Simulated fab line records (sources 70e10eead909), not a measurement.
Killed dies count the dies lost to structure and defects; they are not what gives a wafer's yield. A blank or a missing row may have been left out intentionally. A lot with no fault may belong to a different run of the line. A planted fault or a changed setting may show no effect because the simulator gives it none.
A struck lot beside a sound one -- flow nand_harc -- 13 out of 1302 route steps
Sound: the wafers L412.3, L412.4, L412.6. Wafers struck: L422.2, L422.3, L422.5. At the end, the cause is stated.
Order at every step that has rows: each side's tool, ch and its chambers, its first start. Under that, the readings that differ: sound wafers -- struck wafers -- difference of the means -- sigmas: that difference in standard deviations of wafers without a fault.
alike: a reading whose means differ by less than 2 such deviations, as well as words and numbers matching on both sides. not compared: withheld readings; readings where some wafer has no value; bounds like >300 that might hide an equal value; numbers whose values overlap and for which the record gives no deviation.
The two part at a step that has a row with sigmas, a row that says differs or no value, or rows on one side only. Numbers that have no deviation but don't overlap get no sigmas and don't part them. A reading missing from all wafers of one side parts the sides only when that side holds two or more wafers.

NHARC_P_CONTACT_CD_MEAS_19:
  sound on cd_sem-01 at day 6 01:53; struck on cd_sem-03 at day 9 22:48
  alike: cd_nm
NHARC_P_CONTACT_STRIP_28: strips in O2.
  sound on rie_diel-04 ch 1,3, day 6 01:59; struck on rie_diel-12 ch 2,3, day 9 22:52
  alike: drypump_motor_current_A, oes_product_au, rf_vpp_V, showerhead_plenum_p_Torr, throttle_valve_pct
  not compared: rf_hours_counter_h
then, 3 steps without rows for these wafers: NHARC_P_CONTACT_STRIP_29 (strips in post etch residue remover, time 1200 s); NHARC_P_CONTACT_DEGAS_38 (time 60 s); NHARC_P_CONTACT_PRE_CLEAN_39 (time 19.5 s).
NHARC_P_CONTACT_PVD_32: deposits Ti, target thk 5 nm, time 17.7 s.
  sound on pvd_sputter-02; struck on pvd_sputter-01
  alike: throttle_valve_pct
NHARC_P_CONTACT_ALD_22: deposits TiN, target thk 3 nm, pulse time 1 s, ald cycles 150.
  sound on ald_metal-03 ch 1,3, day 6 02:53; struck on ald_metal-04 ch 0,1,2, day 9 23:47
  alike: heater_power_w, precursor_pulse_height_rel
NHARC_P_CONTACT_CVD_23: deposits W, target thk 200 nm, time 557 s.
  sound: cvd_w-02 ch 0,1; struck: cvd_w-01 ch 0,1
  alike: chamber_pressure_Torr, heater_power_w, throttle_valve_pct
NHARC_P_CONTACT_CMP_24: polishes, t overpolish 30 s, target thk 200 nm.
  sound on cmp-02 ch 0,2, day 6 03:43; struck on cmp-04 ch 0,2, day 10 00:37
  alike: motor_current_A, overpolish_run_s, time_to_endpoint_s
after that, 1 step had no rows for these wafers: NHARC_P_CONTACT_SRD_26.
NHARC_P_CONTACT_INSPECT_27:
  sound on defect_inspect-02 at day 6 04:07; struck on defect_inspect-01 at day 10 01:01
  alike: raw_defect_count
NHARC_P_M0_DEP_00: deposits SiOC, target thk 150 nm.
  sound on pecvd-01 ch 0,1, day 6 04:20; struck on pecvd-04 ch 1,2, day 10 01:49
  alike: chamber_pressure_Torr, showerhead_vpp_V
then, 1 step without rows for these wafers: NHARC_P_M0_DEHYDRATE_01 (time 120 s).

WHERE THEY PART
Nowhere in this record.

WHY: what had been put in by the simulator
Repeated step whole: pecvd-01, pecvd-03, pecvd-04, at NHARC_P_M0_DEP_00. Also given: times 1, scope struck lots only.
